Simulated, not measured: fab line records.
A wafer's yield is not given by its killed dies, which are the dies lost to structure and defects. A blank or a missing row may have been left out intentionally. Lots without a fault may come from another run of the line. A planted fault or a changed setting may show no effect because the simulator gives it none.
fab line records	flow nand_harc
record: lots: 24	wafers: 72	last_day: 34
route steps=1302 shown A_WL_FILL@975 A_CONTACT@1004
lots that met no fault: from a run of the same line without faults
start_h: hours from the record's first day to the start of the lot's first wafer shown	wait_h: hours elapsed since this lot's preceding step	" as in the row above	L1.1+2: several wafers, shown together as one row	- no value present, or no start provided	* or withheld: withheld	< > ~ a bound
route shown NAME@n: a module of which the file shows steps, and the number in the route of the first	usual: the fault-free wafers' mean and standard deviation	same: alike in all rows	chamber/n: place in a boat	sites: readings site by site	_std_site: the values' standard deviation	_edge_site: the outer-site mean with the inner-site mean subtracted	radius_mm: how far each site lies from the wafer's centre	mask NAME#n: copy n	behind: tool/chamber where the wafer was last shaped	hold: what put the lot on hold/how long, in hours/how the hold closed	device: transistor that didn't switch, given as n, p or np	end of line: the same wafers' tests at the end of the route	a step with no rows: only its recipe	killed: count of dies lost to structure and defects at first sort (not the wafer's yield)	map: a wafer's dies, x killed, . not, _ none there
set.NAME: the setting as run; set.NAME@STEP: as run at that earlier step	model.NAME: the simulator's own value behind a step, which no gauge read
route steps across a sampled set of lots; one table per step, one row per wafer
services: the hour from which a tool's chamber was out of use, counted from the record's first day as start_h (under 0 if before that day), plus the number of hours and why
== steps ==
step: NHARC_A_WL_FILL_ALD_19
recipe: target_thk_a: 20	pulse_time_s: 3	ald_cycles: 100	temp_c: 450	material: TiN
usual: heater_power_w: 1046/130	precursor_pulse_height_rel: 0.997/0.022
lot.wafer	tool	chamber	start_h	wait_h	heater_power_w	precursor_pulse_height_rel
L077.4	ald_metal-01	3	503.15	0.1	1101	0.981
L077.6	"	3	"	"	1086	0.991
L077.5	"	0	"	"	974	1.022
L074.1	ald_metal-02	3	507.60	0.1	1123	0.992
L074.6	"	3	"	"	1085	1.025
L074.4	"	0	"	"	936	0.982
L075.2	ald_metal-04	0	512.88	0.2	970	1.005
L075.6	"	1	"	"	1160	1.006
L075.5	"	2	"	"	928	1.021
L076.2	ald_metal-04	3	519.95	0.1	1047	1.005
L076.1	"	2	"	"	958	0.949
L076.5	"	0	"	"	989	0.994
L078.3	ald_metal-04	3	531.50	0.1	1032	1.021
L078.6	"	2	"	"	931	0.997
L078.5	"	3	"	"	1047	1.021
L079.2	ald_metal-02	3	531.53	0.1	1120	0.986
L079.4	"	2	"	"	1294	0.990
L079.5	"	2	"	"	1238	0.980
L080.4	ald_metal-04	0	543.73	0.1	974	0.943
L080.6	"	3	"	"	1038	0.985
L080.5	"	0	"	"	985	1.006
L081.2	ald_metal-02	1	543.75	0.1	1381	1.011
L081.6	"	3	"	"	1081	1.002
L081.5	"	0	"	"	927	1.000
L082.2	ald_metal-04	0	577.43	0.1	988	1.019
L082.4	"	1	"	"	1171	0.994
L082.1	"	3	"	"	1046	1.030
L084.2	ald_metal-04	1	587.86	0.1	1154	0.975
L084.3	"	3	"	"	1038	0.968
L084.6	"	1	"	"	1154	1.008
L083.3	ald_metal-01	2	587.86	0.1	961	1.013
L083.2	"	3	"	"	1073	1.009
L083.1	"	0	"	"	932	1.007
L085.1	ald_metal-01	3	593.30	0.1	1082	0.962
L085.4	"	0	"	"	949	1.000
L085.3	"	1	"	"	885	0.990
L086.2	ald_metal-04	3	604.28	0.1	1004	0.982
L086.1	"	0	"	"	985	1.023
L086.5	"	2	"	"	927	0.983
L087.1	ald_metal-02	0	609.10	0.1	940	1.011
L087.5	"	3	"	"	1135	1.005
L087.6	"	0	"	"	940	0.969
L088.1	ald_metal-04	2	629.16	0.1	942	1.044
L088.5	"	2	"	"	955	1.019
L088.6	"	2	"	"	898	0.999
L089.2	ald_metal-01	3	629.21	0.1	1096	1.040
L089.4	"	1	"	"	919	0.964
L089.6	"	2	"	"	967	0.977
L090.1	ald_metal-02	1	664.30	0.1	1306	1.007
L090.4	"	0	"	"	929	0.983
L090.5	"	2	"	"	1289	0.983
L092.3	ald_metal-02	3	671.90	0.1	1139	0.951
L092.1	"	0	"	"	916	1.001
L092.4	"	1	"	"	1298	1.003
L091.2	ald_metal-04	0	671.92	0.1	993	1.015
L091.1	"	1	"	"	1165	1.025
L091.3	"	2	"	"	879	1.003
L094.2	ald_metal-04	2	676.38	0.1	897	1.014
L094.1	"	3	"	"	1095	1.044
L094.5	"	3	"	"	1103	0.979
L093.2	ald_metal-01	0	676.38	0.1	936	0.975
L093.1	"	2	"	"	983	1.014
L093.4	"	3	"	"	1087	0.989
L095.3	ald_metal-02	3	705.11	0.1	1130	0.988
L095.4	"	0	"	"	916	1.006
L095.6	"	3	"	"	1132	0.997
L097.2	ald_metal-04	3	708.85	0.1	1131	1.017
L097.5	"	3	"	"	1099	0.997
L097.6	"	0	"	"	970	0.985
L096.2	ald_metal-01	1	722.43	0.1	893	1.003
L096.1	"	3	"	"	1094	0.987
L096.6	"	1	"	"	876	0.993
step: NHARC_A_WL_FILL_CVD_20
recipe: target_thk_a: 1000	temp_c: 400	pressure_torr: 40	wf6_flow_sccm: 40	h2_flow_sccm: 1600	ar_flow_sccm: 1560	time_s: 74	material: W
usual: heater_power_w: 773/46	mfc_wf6_sccm: 39.98/0.13	throttle_valve_pct: 7.73/0.26
lot.wafer	tool	chamber	start_h	wait_h	heater_power_w	mfc_wf6_sccm	throttle_valve_pct
L077.4	cvd_w-02	1	-	-	786	39.97	7.46
L077.5	"	0	"	"	798	39.76	7.60
L077.6	"	1	"	"	798	40.18	7.61
L074.1	cvd_w-02	1	-	-	795	39.90	7.49
L074.4	"	1	"	"	783	40.06	7.68
L074.6	"	1	"	"	762	39.98	7.60
L075.2	cvd_w-02	0	-	-	821	39.98	7.77
L075.6	"	1	"	"	780	39.89	7.14
L075.5	"	0	"	"	815	39.86	7.85
L076.2	cvd_w-01	0	-	-	694	40.23	7.67
L076.1	"	1	"	"	787	40.17	7.99
L076.5	"	1	"	"	783	40.23	7.84
L078.3	cvd_w-01	0	-	-	710	39.99	8.00
L078.5	"	1	"	"	779	40.05	8.38
L078.6	"	0	"	"	693	40.01	7.90
L079.2	cvd_w-02	0	-	-	811	40.05	7.66
L079.4	"	0	"	"	798	40.14	7.72
L079.5	"	0	"	"	817	39.97	7.55
L081.2	cvd_w-01	0	-	-	694	40.17	7.99
L081.6	"	1	"	"	766	39.83	8.51
L081.5	"	0	"	"	700	40.03	8.01
L080.4	cvd_w-02	0	-	-	845	39.95	7.81
L080.5	"	1	"	"	790	40.13	7.79
L080.6	"	0	"	"	811	40.02	7.57
L082.1	cvd_w-02	1	-	-	796	39.97	7.16
L082.2	"	0	"	"	809	39.98	7.74
L082.4	"	0	"	"	806	39.78	7.75
L083.1	cvd_w-02	0	-	-	808	39.78	7.92
L083.2	"	1	"	"	787	39.99	7.71
L083.3	"	1	"	"	790	39.93	7.57
L084.2	cvd_w-01	0	-	-	704	39.81	7.81
L084.3	"	1	"	"	791	39.87	8.18
L084.6	"	0	"	"	698	39.84	7.84
L085.1	cvd_w-02	1	-	-	794	39.81	7.20
L085.3	"	0	"	"	812	40.06	7.83
L085.4	"	1	"	"	803	39.89	7.27
L086.1	cvd_w-01	1	-	-	798	40.15	7.69
L086.2	"	0	"	"	681	40.23	7.79
L086.5	"	1	"	"	809	40.10	7.90
L087.1	cvd_w-02	0	-	-	811	39.95	7.87
L087.6	"	0	"	"	786	39.84	7.97
L087.5	"	1	"	"	804	39.82	7.77
L089.2	cvd_w-02	1	-	-	791	40.05	7.49
L089.4	"	0	"	"	821	39.92	7.72
L089.6	"	1	"	"	804	40.18	7.91
L088.1	cvd_w-01	1	629.73	0.5	781	39.77	7.95
L088.6	"	1	"	"	790	40.12	8.02
L088.5	"	0	"	"	679	40.22	7.85
L090.1	cvd_w-01	0	-	-	693	40.03	8.03
L090.4	"	1	"	"	803	40.16	8.01
L090.5	"	1	"	"	806	39.95	8.02
L091.1	cvd_w-01	0	-	-	676	39.95	7.76
L091.2	"	1	"	"	799	39.99	7.83
L091.3	"	1	"	"	806	39.85	8.19
L092.1	cvd_w-02	0	-	-	801	39.96	7.57
L092.3	"	0	"	"	818	40.00	7.59
L092.4	"	1	"	"	724	39.89	7.65
L093.2	cvd_w-01	0	-	-	689	39.97	7.88
L093.1	"	1	"	"	809	39.77	8.15
L093.4	"	0	"	"	719	39.97	8.04
L094.2	cvd_w-02	1	-	-	746	39.98	7.54
L094.1	"	0	"	"	804	39.92	7.44
L094.5	"	0	"	"	820	39.98	7.46
L095.3	cvd_w-02	0	-	-	816	39.99	7.44
L095.4	"	1	"	"	752	39.75	7.71
L095.6	"	0	"	"	813	39.81	7.16
L097.2	cvd_w-02	0	-	-	823	40.04	7.37
L097.6	"	1	"	"	739	39.95	7.33
L097.5	"	0	"	"	813	39.94	7.55
L096.2	cvd_w-01	1	-	-	804	40.03	7.97
L096.1	"	0	"	"	720	40.00	7.73
L096.6	"	1	"	"	808	39.89	7.99
step: NHARC_A_CONTACT_ETCH_51
recipe: target_depth_a: 70000	over_etch_frac: 0.3	time_s: 1820	ion_energy_ev: 150	o2_flow_sccm: 400	cos_flow_sccm: 20	ar_flow_sccm: 0	rf_w: 500	bias_w: 300	chemistry: O2/COS
usual: bias_w: 299.9/0.98	drypump_motor_current_A: 5.7/0.47	o2_flow_sccm: 399.8/1.3	oes_product_au: 1.001/0.011	rf_fwd_power_W: 499.9/1.4	rf_vpp_V: 314.1/2.1	showerhead_plenum_p_Torr: 3.12/0.14	throttle_valve_pct: 28.330/0.0097
lot.wafer	tool	chamber	start_h	wait_h	bias_w	drypump_motor_current_A	o2_flow_sccm	oes_product_au	rf_fwd_power_W	rf_hours_counter_h	rf_vpp_V	showerhead_plenum_p_Torr	throttle_valve_pct
L077.4	rie_diel-02	0	-	-	301.1	5.2	399.2	1.001	502.3	25	314.9	3.20	28.335
L077.6	"	1	"	"	299.6	5.2	401.4	1.005	499.8	-	316.4	3.30	28.338
L077.5	"	2	"	"	299.1	6.0	399.2	0.984	500.5	-	313.4	3.07	28.353
L074.4	rie_diel-03	1	-	-	300.8	6.2	401.1	1.012	501.8	7	313.9	2.99	28.332
L074.1	"	2	"	"	300.3	6.2	399.9	1.000	500.5	7	316.1	3.20	28.309
L074.6	"	1	"	"	300.3	6.2	398.2	0.999	498.2	-	312.0	2.99	28.329
L075.2	rie_diel-10	0	-	-	299.9	6.0	401.0	1.012	498.5	33	316.3	3.32	28.327
L075.5	"	2	"	"	299.9	4.8	399.5	1.011	498.0	-	311.6	2.99	28.336
L075.6	"	3	"	"	298.7	5.0	399.5	0.999	499.6	-	312.1	3.00	28.325
L076.1	rie_diel-10	2	-	-	299.2	4.8	399.6	1.008	501.5	28	312.6	2.99	28.322
L076.2	"	1	"	"	297.9	5.9	399.4	1.014	499.9	34	311.3	2.91	28.326
L076.5	"	3	"	"	301.6	5.0	398.9	0.999	499.6	-	312.8	3.00	28.317
L078.3	rie_diel-02	3	-	-	299.9	5.2	397.9	0.988	500.9	47	314.8	3.30	28.338
L078.5	"	2	"	"	300.6	6.0	398.3	0.995	500.4	-	312.6	3.06	28.341
L078.6	"	3	"	"	300.5	5.2	397.9	0.984	499.7	-	317.2	3.30	28.331
L079.2	rie_diel-10	3	-	-	298.7	5.0	400.8	0.993	498.5	36	312.2	2.99	28.336
L079.4	"	1	"	"	298.9	5.9	402.1	1.022	501.2	38	310.3	2.91	28.322
L079.5	"	0	"	"	300.5	6.0	401.5	1.013	502.1	-	316.5	3.32	28.346
L080.4	rie_diel-03	3	-	-	300.8	5.9	398.0	0.995	498.4	14	315.9	3.28	28.333
L080.6	"	2	"	"	300.7	6.2	398.6	1.020	500.2	-	316.1	3.20	28.313
L080.5	"	3	"	"	300.8	5.9	401.3	1.000	497.6	-	316.9	3.28	28.324
L081.2	rie_diel-10	1	-	-	300.0	5.9	400.3	1.007	497.6	44	310.7	2.90	28.346
L081.6	"	2	"	"	301.3	4.8	399.7	1.011	500.1	-	312.8	2.99	28.333
L081.5	"	3	"	"	300.6	5.0	402.8	0.996	498.5	-	312.5	2.99	28.323
L082.2	rie_diel-03	2	-	-	300.9	6.2	402.0	1.001	498.9	19	314.0	3.19	28.336
L082.4	"	0	"	"	299.4	5.5	397.2	0.995	499.1	19	312.9	2.97	28.334
L082.1	"	1	"	"	300.1	6.2	401.6	1.004	501.6	19	312.9	2.99	28.335
L084.3	rie_diel-03	1	-	-	299.0	6.2	399.9	1.016	498.0	20	312.2	2.99	28.327
L084.2	"	2	"	"	296.7	6.2	398.3	1.000	499.5	20	314.7	3.19	28.322
L084.6	"	0	"	"	300.1	5.6	397.5	0.993	498.7	-	311.6	2.97	28.332
L083.3	rie_diel-10	0	-	-	302.0	6.0	398.9	1.015	499.3	60	318.2	3.31	28.321
L083.2	"	1	"	"	299.2	5.9	398.1	1.022	502.9	58	312.2	2.90	28.331
L083.1	"	3	"	"	300.4	5.0	398.8	0.996	500.6	56	313.1	2.98	28.337
L085.3	rie_diel-02	2	-	-	299.3	6.0	400.9	0.997	499.2	8	314.7	3.06	28.308
L085.1	"	3	"	"	300.9	5.2	399.6	0.997	499.6	7	316.9	3.29	28.329
L085.4	"	0	"	"	300.0	5.3	400.6	1.010	498.3	6	315.0	3.18	28.313
L086.1	rie_diel-03	2	-	-	300.3	6.3	398.8	1.009	499.8	23	315.3	3.19	28.328
L086.2	"	3	"	"	299.1	5.9	400.5	0.990	498.5	23	316.1	3.27	28.314
L086.5	"	2	"	"	300.4	6.2	399.3	0.999	501.4	-	315.8	3.19	28.334
L087.1	rie_diel-03	2	-	-	300.0	6.2	401.0	1.001	500.8	25	314.3	3.19	28.342
L087.6	"	1	"	"	298.6	6.2	398.8	1.014	497.7	-	312.6	2.99	28.325
L087.5	"	2	"	"	300.8	6.2	400.0	0.997	498.9	-	315.0	3.19	28.339
L089.2	rie_diel-02	3	-	-	301.6	5.2	401.3	0.987	499.0	19	315.6	3.28	28.319
L089.4	"	0	"	"	300.8	5.3	400.3	1.015	500.6	20	315.9	3.18	28.321
L089.6	"	2	"	"	298.6	6.0	397.6	1.004	502.1	-	313.4	3.05	28.338
L088.1	rie_diel-10	3	-	-	301.6	5.0	399.8	1.000	498.9	11	311.9	2.98	28.335
L088.5	"	1	"	"	299.5	5.9	402.1	1.004	500.7	-	316.6	3.36	28.314
L088.6	"	2	"	"	300.8	4.8	399.9	1.024	502.6	-	313.1	2.97	28.332
L090.4	rie_diel-03	0	-	-	299.6	5.5	397.7	0.994	496.7	4	311.7	2.96	28.338
L090.1	"	1	"	"	300.4	6.2	398.2	1.005	498.7	4	312.7	2.98	28.335
L090.5	"	2	"	"	300.3	6.2	399.3	1.009	499.4	-	315.9	3.19	28.331
L092.4	rie_diel-03	3	-	-	299.2	5.9	398.0	0.981	499.9	6	315.6	3.27	28.337
L092.3	"	0	"	"	300.3	5.6	399.7	0.984	502.1	5	311.2	2.96	28.317
L092.1	"	2	"	"	299.9	6.2	399.8	1.003	500.6	5	315.8	3.19	28.344
L091.2	rie_diel-03	3	-	-	297.9	5.9	399.0	0.980	502.1	7	317.1	3.26	28.339
L091.3	"	0	"	"	301.7	5.6	398.8	0.995	501.7	7	311.2	2.96	28.344
L091.1	"	1	"	"	301.0	6.2	398.9	1.017	499.8	5	311.9	2.98	28.316
L093.1	rie_diel-03	1	-	-	299.9	6.2	398.7	0.999	498.4	6	311.8	2.98	28.328
L093.4	"	2	"	"	300.5	6.2	398.8	1.001	497.6	7	316.0	3.18	28.337
L093.2	"	0	"	"	300.8	5.6	399.8	0.983	499.9	7	312.9	2.96	28.328
L094.1	rie_diel-02	2	-	-	297.0	6.0	400.6	0.995	499.0	39	313.6	3.04	28.338
L094.2	"	0	"	"	301.6	5.3	398.8	1.006	497.7	41	315.7	3.17	28.314
L094.5	"	3	"	"	299.2	5.3	400.2	0.996	500.0	-	315.2	3.27	28.323
L095.3	rie_diel-03	2	-	-	300.7	6.2	399.3	0.995	497.7	13	315.5	3.18	28.327
L095.4	"	3	"	"	299.4	5.9	402.1	0.996	499.3	13	316.2	3.26	28.329
L095.6	"	1	"	"	300.7	6.2	399.3	1.012	501.0	-	313.0	2.98	28.341
L097.2	rie_diel-03	3	-	-	300.4	6.0	400.3	0.990	499.5	14	317.7	3.26	28.344
L097.5	"	0	"	"	298.8	5.6	399.2	0.983	499.4	-	312.4	2.96	28.338
L097.6	"	1	"	"	300.2	6.2	398.8	1.005	499.6	-	312.1	2.98	28.325
L096.1	rie_diel-02	1	-	-	300.2	5.2	402.4	1.014	498.8	58	315.6	3.26	28.338
L096.2	"	0	"	"	300.6	5.3	398.4	1.020	501.5	58	314.5	3.16	28.321
L096.6	"	1	"	"	300.3	5.2	401.8	0.998	499.6	-	316.1	3.26	28.321
step: NHARC_A_CONTACT_ETCH_114
recipe: source_w: withheld	pressure_mtorr: 20	bias_v: 3000	time_s: 190	target_depth_a: 18500	ar_flow_sccm: withheld	c4f8_flow_sccm: withheld	o2_flow_sccm: withheld	chemistry: C4F8/O2/Ar
lot.wafer	tool	chamber	start_h	wait_h	rf_hours_counter_h
L077.4	har_cap_etch-03	1	515.31	0.1	-
L077.5	"	1	"	"	-
L077.6	"	0	"	"	-
L074.1	har_cap_etch-01	1	518.16	0.1	0
L074.4	"	0	"	"	-
L074.6	"	1	"	"	-
L075.2	har_cap_etch-02	1	522.03	0.1	81
L075.5	"	0	"	"	-
L075.6	"	1	"	"	-
L076.1	har_cap_etch-03	0	530.33	0.1	43
L076.2	"	1	"	"	43
L076.5	"	1	"	"	-
L078.3	har_cap_etch-02	0	540.99	0.2	-
L078.6	"	1	"	"	-
L078.5	"	0	"	"	-
L079.2	har_cap_etch-03	0	541.02	0.1	46
L079.4	"	0	"	"	-
L079.5	"	0	"	"	-
L081.2	har_cap_etch-03	0	553.95	0.1	50
L081.5	"	1	"	"	-
L081.6	"	0	"	"	-
L080.4	har_cap_etch-01	0	554.23	0.1	-
L080.6	"	0	"	"	-
L080.5	"	1	"	"	-
L082.1	har_cap_etch-03	1	586.61	0.1	55
L082.2	"	0	"	"	55
L082.4	"	1	"	"	-
L084.2	har_cap_etch-01	0	596.96	0.2	16
L084.3	"	0	"	"	-
L084.6	"	0	"	"	-
L083.1	har_cap_etch-03	0	597.04	0.1	58
L083.2	"	1	"	"	58
L083.3	"	0	"	"	-
L085.1	har_cap_etch-03	0	607.31	0.1	60
L085.4	"	0	"	"	-
L085.3	"	1	"	"	-
L086.2	har_cap_etch-03	0	615.15	0.1	62
L086.1	"	1	"	"	62
L086.5	"	0	"	"	-
L087.1	har_cap_etch-01	0	618.05	0.1	20
L087.5	"	1	"	"	-
L087.6	"	0	"	"	-
L089.2	har_cap_etch-01	1	638.71	0.1	26
L089.4	"	1	"	"	-
L089.6	"	1	"	"	-
L088.1	har_cap_etch-02	0	638.92	0.1	105
L088.6	"	1	"	"	-
L088.5	"	0	"	"	-
L090.1	har_cap_etch-01	0	673.51	0.1	30
L090.4	"	1	"	"	-
L090.5	"	0	"	"	-
L092.1	har_cap_etch-02	0	682.10	0.1	108
L092.3	"	0	"	"	-
L092.4	"	1	"	"	-
L091.2	har_cap_etch-03	0	685.24	0.1	72
L091.1	"	1	"	"	72
L091.3	"	1	"	"	-
L093.2	har_cap_etch-02	0	688.14	0.1	111
L093.1	"	1	"	"	111
L093.4	"	1	"	"	-
L094.1	har_cap_etch-03	0	690.51	0.1	74
L094.2	"	1	"	"	74
L094.5	"	1	"	"	-
L095.4	har_cap_etch-02	1	715.91	0.1	-
L095.3	"	0	"	"	-
L095.6	"	0	"	"	-
L097.2	har_cap_etch-01	0	720.64	0.1	39
L097.5	"	0	"	"	-
L097.6	"	1	"	"	-
L096.2	har_cap_etch-01	1	732.76	0.1	41
L096.1	"	0	"	"	41
L096.6	"	0	"	"	-
step: NHARC_A_CONTACT_ETCH_119
recipe: source_w: withheld	pressure_mtorr: 20	bias_v: 3000	time_s: 190	target_depth_a: 18500	ar_flow_sccm: withheld	c4f8_flow_sccm: withheld	o2_flow_sccm: withheld	chemistry: C4F8/O2/Ar
lot.wafer	tool	chamber	start_h	wait_h	rf_hours_counter_h
L077.4	har_cap_etch-03	1	516.17	0.1	-
L077.5	"	1	"	"	-
L077.6	"	0	"	"	-
L074.1	har_cap_etch-01	1	519.02	0.1	1
L074.4	"	0	"	"	-
L074.6	"	1	"	"	-
L075.2	har_cap_etch-02	1	522.89	0.1	82
L075.5	"	0	"	"	-
L075.6	"	1	"	"	-
L076.1	har_cap_etch-03	0	531.19	0.1	44
L076.2	"	1	"	"	44
L076.5	"	1	"	"	-
L079.2	har_cap_etch-03	0	541.88	0.1	47
L079.4	"	0	"	"	-
L079.5	"	0	"	"	-
L078.3	har_cap_etch-02	0	542.13	0.2	-
L078.6	"	1	"	"	-
L078.5	"	0	"	"	-
L081.2	har_cap_etch-03	0	554.81	0.1	51
L081.5	"	1	"	"	-
L081.6	"	0	"	"	-
L080.4	har_cap_etch-01	0	555.08	0.1	-
L080.6	"	0	"	"	-
L080.5	"	1	"	"	-
L082.1	har_cap_etch-03	1	587.47	0.1	56
L082.2	"	0	"	"	56
L082.4	"	1	"	"	-
L083.1	har_cap_etch-03	0	597.90	0.1	59
L083.2	"	1	"	"	59
L083.3	"	0	"	"	-
L084.2	har_cap_etch-01	0	598.10	0.2	17
L084.3	"	0	"	"	-
L084.6	"	0	"	"	-
L085.1	har_cap_etch-03	0	608.16	0.1	61
L085.4	"	0	"	"	-
L085.3	"	1	"	"	-
L086.2	har_cap_etch-03	0	616.00	0.1	63
L086.1	"	1	"	"	63
L086.5	"	0	"	"	-
L087.1	har_cap_etch-01	0	618.90	0.1	21
L087.5	"	1	"	"	-
L087.6	"	0	"	"	-
L089.2	har_cap_etch-01	1	639.57	0.1	26
L089.4	"	1	"	"	-
L089.6	"	1	"	"	-
L088.1	har_cap_etch-02	0	639.77	0.1	105
L088.6	"	1	"	"	-
L088.5	"	0	"	"	-
L090.1	har_cap_etch-01	0	674.36	0.1	30
L090.4	"	1	"	"	-
L090.5	"	0	"	"	-
L092.1	har_cap_etch-02	0	682.95	0.1	109
L092.3	"	0	"	"	-
L092.4	"	1	"	"	-
L091.2	har_cap_etch-03	0	686.09	0.1	73
L091.1	"	1	"	"	73
L091.3	"	1	"	"	-
L093.2	har_cap_etch-02	0	688.99	0.1	111
L093.1	"	1	"	"	111
L093.4	"	1	"	"	-
L094.1	har_cap_etch-03	0	691.36	0.1	75
L094.2	"	1	"	"	75
L094.5	"	1	"	"	-
L095.4	har_cap_etch-02	1	716.77	0.1	-
L095.3	"	0	"	"	-
L095.6	"	0	"	"	-
L097.2	har_cap_etch-01	0	721.49	0.1	39
L097.5	"	0	"	"	-
L097.6	"	1	"	"	-
L096.2	har_cap_etch-01	1	733.61	0.1	42
L096.1	"	0	"	"	42
L096.6	"	0	"	"	-
step: NHARC_A_CONTACT_DEP_58
recipe: target_thk_a: 900	target_thk_nm: 90	temp_c: 400	pressure_torr: 3.5	flow_sccm: 200	rf_w: 350	material: SiON
usual: heater_power_w: 748/96	rf_fwd_power_W: 348.2/1.2
lot.wafer	tool	chamber	start_h	wait_h	heater_power_w	rf_fwd_power_W
L077.5	pecvd-01	2	522.30	0.6	657	347.8
L077.4	"	0	"	"	820	348.2
L077.6	"	1	"	"	674	346.1
L074.1	pecvd-01	2	525.87	2.7	753	348.0
L074.6	"	1	"	"	635	350.9
L074.4	"	0	"	"	895	348.3
L075.2	pecvd-01	0	529.03	2.1	898	348.9
L075.5	"	0	"	"	904	348.2
L075.6	"	1	"	"	655	349.7
L076.2	pecvd-03	0	537.70	2.1	539	348.9
L076.1	"	1	"	"	752	350.7
L076.5	"	1	"	"	745	348.4
L078.3	pecvd-02	1	548.74	1.7	817	347.0
L078.6	"	1	"	"	815	348.2
L078.5	"	0	"	"	665	346.5
L079.2	pecvd-01	1	551.96	2.2	727	348.1
L079.4	"	1	"	"	732	348.8
L079.5	"	2	"	"	765	349.0
L081.2	pecvd-03	1	565.64	2.2	735	348.4
L081.5	"	0	"	"	662	349.3
L081.6	"	1	"	"	716	348.3
L080.4	pecvd-03	2	567.18	1.2	808	344.8
L080.6	"	0	"	"	637	348.8
L080.5	"	1	"	"	650	349.6
L082.2	pecvd-01	0	593.63	2.2	885	347.3
L082.1	"	1	"	"	753	348.4
L082.4	"	2	"	"	738	347.1
L083.2	pecvd-03	1	605.16	2.2	673	348.1
L083.1	"	2	"	"	825	347.3
L083.3	"	0	"	"	680	347.9
L084.2	pecvd-02	2	606.21	2.2	725	348.0
L084.3	"	1	"	"	750	347.6
L084.6	"	1	"	"	750	347.8
L085.3	pecvd-01	1	616.88	1.6	731	348.4
L085.1	"	0	"	"	948	348.2
L085.4	"	0	"	"	957	347.6
L086.1	pecvd-03	1	622.44	2.7	705	348.1
L086.2	"	2	"	"	770	347.8
L086.5	"	2	"	"	780	350.9
L087.1	pecvd-01	2	625.51	2.6	681	346.8
L087.5	"	2	"	"	677	350.8
L087.6	"	1	"	"	661	348.3
L089.2	pecvd-01	1	646.75	2.2	725	349.7
L089.4	"	2	"	"	629	350.2
L089.6	"	0	"	"	927	347.2
L088.1	pecvd-03	1	648.80	2.8	683	348.4
L088.6	"	2	"	"	845	346.4
L088.5	"	0	"	"	678	348.1
L090.1	pecvd-03	2	683.66	2.7	846	346.5
L090.4	"	1	"	"	654	347.4
L090.5	"	2	"	"	862	346.1
L092.3	pecvd-01	0	690.55	1.6	993	349.1
L092.1	"	2	"	"	756	348.3
L092.4	"	0	"	"	1012	347.8
L091.2	pecvd-02	0	692.20	2.2	660	347.2
L091.1	"	1	"	"	840	348.2
L091.3	"	2	"	"	744	346.6
L093.1	pecvd-01	1	695.38	2.7	754	349.3
L093.2	"	2	"	"	722	349.6
L093.4	"	2	"	"	726	349.2
L094.1	pecvd-01	2	697.45	2.7	829	347.0
L094.2	"	0	"	"	876	350.4
L094.5	"	1	"	"	616	347.0
L095.3	pecvd-03	0	723.66	1.6	679	348.4
L095.6	"	0	"	"	680	347.2
L095.4	"	2	"	"	734	347.8
L097.2	pecvd-01	1	728.76	2.2	749	348.8
L097.5	"	1	"	"	764	349.8
L097.6	"	2	"	"	729	349.0
L096.2	pecvd-01	1	747.03	2.2	746	347.9
L096.1	"	2	"	"	811	348.3
L096.6	"	1	"	"	752	348.1
== services ==
tool	chamber	start_h	hours	kind
rie_diel-03	-	479.94	1.0	repair
pecvd-01	-	492.45	13.0	pm
har_cap_etch-01	-	498.51	17.0	pm
pecvd-03	-	513.30	0.4	repair
cvd_w-02	0	538.40	3.2	repair
pecvd-01	0	544.14	10.0	repair
cvd_w-01	-	547.00	13.0	pm
pecvd-03	-	547.37	13.0	pm
pecvd-03	1	578.14	8.5	repair
ald_metal-04	-	599.45	0.2	repair
pecvd-03	1	607.06	4.6	repair
ald_metal-04	3	617.09	23.0	repair
ald_metal-04	1	624.48	24.3	repair
ald_metal-04	0	626.78	2.9	repair
cvd_w-02	-	631.18	13.0	pm
ald_metal-04	0	632.13	18.9	repair
rie_diel-03	-	635.38	9.0	pm
pecvd-01	2	638.53	4.8	repair
ald_metal-04	-	656.31	10.0	pm
har_cap_etch-01	-	661.17	0.4	repair
pecvd-01	-	673.45	13.0	pm
ald_metal-04	0	715.82	24.6	repair
cvd_w-01	-	728.00	13.0	pm
rie_diel-03	1	741.51	21.3	repair
== key ==
fault none
